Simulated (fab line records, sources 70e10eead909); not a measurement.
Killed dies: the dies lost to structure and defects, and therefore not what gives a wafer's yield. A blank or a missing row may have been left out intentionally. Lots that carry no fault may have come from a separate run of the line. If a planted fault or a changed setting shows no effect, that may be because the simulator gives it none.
Chamber matching + flow nandHarc + rieDiel-05 running NHARC_A_STAIRCASE_ETCH_234: 4 sister chambers
The step etches the open film in C4F8/O2, target depth 100 nm, time 40.5 s. 8 wafers are shown with their chamber, then 8 later ones without.

== WAFERS PAIRED WITH THEIR CHAMBERS ==
| wafer  | chamber | rfVppV (V) | chamberPressureMTorr (mTorr) |
|--------|---------|------------|------------------------------|
| L467.2 | 0       | 890        | 25.018                       |
| L467.4 | 3       | 891        | 24.987                       |
| L471.1 | 3       | 890        | 24.993                       |
| L471.3 | 0       | 889        | 25.011                       |
| L482.1 | 2       | 898        | 25.008                       |
| L482.3 | 1       | 899        | 25.006                       |
| L482.5 | 2       | 897        | 24.954                       |
| L483.3 | 1       | 898        | 24.972                       |

== WAFERS MISSING THEIR CHAMBER ==
| wafer  | rfVppV (V) | chamberPressureMTorr (mTorr) |
|--------|------------|------------------------------|
| L483.4 | 890        | 24.971                       |
| L483.5 | 891        | 25.002                       |
| L485.1 | 889        | 24.964                       |
| L485.2 | 897        | 25.014                       |
| L485.3 | 898        | 25.014                       |
| L486.2 | 891        | 25.039                       |
| L486.3 | 898        | 24.979                       |
| L486.6 | 899        | 25.027                       |

== THE CHAMBER EACH PASSED THROUGH ==
| wafer  | from the rows above     | in truth |
|--------|-------------------------|----------|
| L483.4 | can't be placed: 3 or 0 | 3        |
| L483.5 | can't be placed: 3 or 0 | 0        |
| L485.1 | can't be placed: 0 or 3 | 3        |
| L485.2 | can't be placed: 2 or 1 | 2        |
| L485.3 | can't be placed: 1 or 2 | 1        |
| L486.2 | can't be placed: 3 or 0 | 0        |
| L486.3 | can't be placed: 2 or 1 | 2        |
| L486.6 | can't be placed: 1 or 2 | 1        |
Correctly placed: 0 of 8. Can't be placed from these rows: 8 (the true chamber is among the candidates in 8). Wrongly placed: 0.
How it was worked out, from the rows above alone: a wafer's distance from a chamber is the root of the sum, over the readings, of the square of ((its reading less the chamber's mean) divided by the reading's scatter). If the next closest chamber is less than 2 further off than the closest, the wafer can't be placed; otherwise it belongs to the closest. Each chamber's mean is taken over the wafers shown for it. The scatter is the square root of a quotient: the sum, over the shown wafers, of each reading's squared deviation from its chamber's mean, divided by wafers minus chambers.
